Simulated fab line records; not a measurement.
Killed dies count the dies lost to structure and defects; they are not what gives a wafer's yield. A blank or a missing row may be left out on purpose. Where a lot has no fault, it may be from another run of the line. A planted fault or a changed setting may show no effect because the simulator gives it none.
Chamber matching -- flow n5 finfet -- pecvd-04 running N5_BEOL_M13_DEP_53: 3 sister chambers
The step deposits SiCN from 3MS/NH3, target thk 50 nm, time 17.8 s. 20 wafers are shown with their chamber, then 10 later ones without.

EACH WAFER AND ITS CHAMBER
wafer,chamber,throttle valve pct (%),showerhead vpp V (V),showerhead plenum p Torr (Torr)
L076.2,2,16.5,1511,4.121
L076.3,1,17.3,1507,4.139
L076.4,1,17.3,1518,4.142
L075.3,0,17.2,1455,4.159
L075.4,2,16.5,1530,4.126
L075.5,1,17.4,1528,4.128
L074.4,1,17.4,1532,4.133
L074.5,2,16.5,1497,4.139
L074.6,0,17.3,1461,4.180
L077.3,2,16.6,1506,4.134
L077.4,0,17.1,1456,4.170
L077.5,1,17.5,1533,4.135
L089.3,1,17.6,1553,4.138
L089.5,1,17.4,1502,4.146
L089.6,0,17.3,1453,4.177
L090.1,2,16.7,1488,4.123
L090.4,2,16.7,1513,4.123
L090.5,1,17.5,1524,4.139
L091.2,0,17.2,1447,4.165
L091.3,1,17.4,1543,4.129

SIGNATURES (means of the wafers above)
reading,chamber 0,chamber 1,chamber 2,scatter within a chamber
throttle valve pct,17.220,17.422,16.583,0.0945
showerhead vpp V,1454.40,1526.67,1507.50,13.8
showerhead plenum p Torr,4.17020,4.13656,4.12767,0.007
Rule: a wafer's distance from a chamber is the root of the sum, over the readings, of the square of ((its reading less the chamber's mean) divided by the reading's scatter). If the next closest chamber is less than 2 further off than the closest, the wafer can't be placed; otherwise it belongs to the closest. The scatter: the root of (the sum of the squares of (reading less its chamber's mean) over the shown wafers, divided by (wafers less chambers)).

WAFERS WITHOUT THEIR CHAMBER
wafer,throttle valve pct (%),showerhead vpp V (V),showerhead plenum p Torr (Torr)
L091.5,17.5,1536,4.137
L092.1,17.6,1450,4.171
L092.4,17.3,1515,4.140
L092.6,17.3,1462,4.157
L097.3,16.7,1544,4.137
L097.4,17.4,1544,4.141
L097.6,17.3,1488,4.164
L096.1,17.4,1551,4.127
L096.2,16.9,1531,4.120
L096.4,17.4,1531,4.134

EACH ONE'S CHAMBER
wafer,from the rows above,in truth
L091.5,1,1
L092.1,0,0
L092.4,1,1
L092.6,0,0
L097.3,2,2
L097.4,1,1
L097.6,0,0
L096.1,1,1
L096.2,2,2
L096.4,1,1
Placed correctly: 10 of 10. Left unplaced by these rows: 0. 0 placed wrongly.
